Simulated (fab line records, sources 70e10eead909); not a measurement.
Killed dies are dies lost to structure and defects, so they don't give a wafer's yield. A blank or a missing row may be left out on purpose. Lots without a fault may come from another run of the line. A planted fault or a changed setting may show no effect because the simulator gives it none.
Which tool did it? | flow nand_harc | 6 lots, 18 wafers sampled, at 3 steps of a route of 1159

WHAT THE GAUGES READ, wafer by wafer
NHARC_END_SORT_01.
lot  | measured     | on        | killed_at_other
L981 | day 20 08:50 | prober-02 | 1 0 0
L986 | day 21 07:55 | prober-01 | 1 1 1
L987 | day 22 00:25 | prober-01 | 3 1 0
L994 | day 23 18:58 | prober-01 | 655 646 657
L997 | day 24 09:53 | prober-02 | 0 0 0
L103 | day 25 01:21 | prober-01 | 2 0 0

WHICH TOOL RAN EACH LOT (tool, then ch and the chambers of the sampled wafers, then the start)
lot  | NHARC_THIN_TSV_DEP_47           | NHARC_THIN_TSV_PRE_CLEAN_54
L981 | pecvd-03 ch 0,1, day 19 11:46   | pvd_sputter-02, day 19 14:54
L986 | pecvd-02 ch 0,1,2, day 20 03:26 | pvd_sputter-01, day 20 06:46
L987 | pecvd-02 ch 0,1, day 21 07:43   | pvd_sputter-01, day 21 10:46
L994 | pecvd-01 ch 0,1, day 23 06:13   | pvd_sputter-03, day 23 09:13
L997 | pecvd-02 ch 0,2, day 23 19:00   | pvd_sputter-03, day 23 22:05
L103 | pecvd-01 ch 0,1,2, day 24 02:58 | pvd_sputter-03, day 24 05:57
- NHARC_THIN_TSV_DEP_47: deposits SiO2, target thk 200 nm.
- NHARC_THIN_TSV_PRE_CLEAN_54: time 30 s.

THE ANSWER, worked out from the rows above alone
Rule: what is usual is taken from the lots themselves. Put in order of their means at a reading, lots are off if they are a third of the lots or fewer, leave a main group of 4 or more, and stand apart from it by a gap of 3 or more times the standard deviation of the main group's means; of several such gaps the widest counts. A main group whose means are all the same, to the digits that the tables above print for the reading, isn't used. A lot without any number at a reading at which 4 lots or more have one is off too. The other lots that the step has rows for count as sound.
Off: L994, at NHARC_END_SORT_01 (killed_at_other). The main group: mean 0.7, standard deviation 0.47.
A tool fits if, at a process step before that reading, it ran every lot that is off, and no sound lot after the first of them. The gauges at NHARC_END_SORT_01 are tried like those tools. None of those tried fits.

WHAT THE SIMULATOR HAD PUT IN
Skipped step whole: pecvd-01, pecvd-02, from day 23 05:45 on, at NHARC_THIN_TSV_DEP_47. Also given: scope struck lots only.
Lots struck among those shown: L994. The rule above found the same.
